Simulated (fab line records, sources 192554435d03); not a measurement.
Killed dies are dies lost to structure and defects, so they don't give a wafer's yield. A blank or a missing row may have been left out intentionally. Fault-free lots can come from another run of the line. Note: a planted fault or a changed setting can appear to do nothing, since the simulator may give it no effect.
One fault seen from 2 desks :: flow n5_finfet :: numbers are kept per desk, each desk with only its own; the story behind them comes last

== THE METROLOGY DESK ==
Means of the sampled wafers that have a number, per lot and without regard to the tool the lot ran on: this is what the gauges read. Any lot whose mean is over 4 standard deviations away from the usual mean is out of limits and marked OUT; that distance is given in the brackets. Only the readings that lie furthest out on some lot appear, 7 of the 12 it has.
Columns: A = thk_nm at N5_FIN_SAQP_THK_MEAS_07, usual 60.1 nm; B = cd_nm at N5_FIN_SAQP_CD_MEAS_31, usual 8.12 nm; C = DIBL_N at N5_BEOL_M4_RC_MEAS_101, usual 36.6 mV/V; D = SS_N at N5_BEOL_M4_RC_MEAS_101, usual 71.7 mV/dec; E = SS_P at N5_BEOL_M4_RC_MEAS_101, usual 73.3 mV/dec; F = VT_N at N5_BEOL_M4_RC_MEAS_101, usual 249 mV; G = VT_P at N5_BEOL_M4_RC_MEAS_101, usual -249 mV
lot: L515
first seen here: day 2 15:17
A: 60.4
B: 7.84
C: -
D: -
E: -
F: -
G: -

lot: L516
first seen here: day 2 21:14
A: 59.9
B: 8.08
C: -
D: -
E: -
F: -
G: -

lot: L517
first seen here: day 3 03:40
A: 59.8
B: 8.11
C: -
D: -
E: -
F: -
G: -

lot: L523
first seen here: day 4 18:16
A: 60.2
B: 8.28
C: 35.7
D: 72.0
E: 73.6
F: 249
G: -248

lot: L525
first seen here: day 5 06:38
A: 60.3
B: 8.19
C: 37.4
D: 71.8
E: 73.2
F: 249
G: -248

lot: L526
first seen here: day 5 13:34
A: 60.0
B: 8.12
C: 36.9
D: 71.5
E: 73.3
F: 251
G: -248

lot: L527
first seen here: day 5 17:37
A: 59.4
B: 8.13
C: 37.1
D: 72.0
E: 73.4
F: 248
G: -250

lot: L528
first seen here: day 5 23:00
A: 59.9
B: 8.14
C: 36.4
D: 71.2
E: 73.1
F: 247
G: -252

lot: L529
first seen here: day 6 03:12
A: 60.9
B: 8.19
C: 36.9
D: 71.8
E: 72.7
F: 247
G: -247

lot: L530
first seen here: day 6 09:01
A: 60.3
B: 7.91
C: 34.8
D: 70.9
E: 72.6
F: 253
G: -252

lot: L534
first seen here: day 7 08:47
A: 60.2
B: 8.23
C: 35.8
D: 71.8
E: 73.3
F: 249
G: -250
This desk's verdict: no lot among the 11 shows anything out of limits.

== TOOL OWNER'S DESK, rie_diel-04 ==
The tool's own readings at N5_FIN_SAQP_ETCH_69 (etches SOC in N2/H2, stops on SiNx, target depth 150 nm): means of the sampled wafers that have a number, for each lot that ran on this tool. Any lot whose mean is over 4 standard deviations away from the usual mean is out of limits and marked OUT; that distance is given in the brackets.
Columns: A = bias_w at N5_FIN_SAQP_ETCH_69, usual 60.98 W; B = chamber_pressure_mTorr at N5_FIN_SAQP_ETCH_69, usual 30.000 mTorr; C = drypump_motor_current_A at N5_FIN_SAQP_ETCH_69, usual 6.0 A; D = oes_product_au at N5_FIN_SAQP_ETCH_69, usual 0.74 a.u.; E = rf_vpp_V at N5_FIN_SAQP_ETCH_69, usual 240.6 V; F = showerhead_plenum_p_Torr at N5_FIN_SAQP_ETCH_69, usual 2.54 Torr; G = throttle_valve_pct at N5_FIN_SAQP_ETCH_69, usual 17.75 %
lot: L523
first seen here: day 4 21:49
A: 61.05
B: 29.992
C: 6.5
D: 0.74
E: 240.4
F: 2.58
G: 17.56

lot: L525
first seen here: day 5 10:34
A: 60.84
B: 30.005
C: 6.2
D: 0.78
E: 239.3
F: 2.48
G: 17.74

lot: L526
first seen here: day 5 17:12
A: 61.07
B: 30.009
C: 6.3
D: 0.78
E: 239.6
F: 2.52
G: 17.57

lot: L528
first seen here: day 6 02:41
A: 61.06
B: 30.034
C: 6.3
D: 0.74
E: 241.4
F: 2.57
G: 17.58

lot: L529
first seen here: day 6 06:37
A: 61.05
B: 29.994
C: 6.2
D: 0.71
E: 241.4
F: 2.60
G: 17.76

lot: L530
first seen here: day 6 12:28
A: 60.99
B: 29.993
C: 6.4
D: 0.73
E: 241.3
F: 2.54
G: 17.75
This desk's verdict: no lot among the 6 shows anything out of limits.

== PUT TOGETHER ==
The metrology desk saw nothing out of limits.
The desk of the tool owner found nothing out of limits.

== WHAT WAS PUT IN BY THE SIMULATOR ==
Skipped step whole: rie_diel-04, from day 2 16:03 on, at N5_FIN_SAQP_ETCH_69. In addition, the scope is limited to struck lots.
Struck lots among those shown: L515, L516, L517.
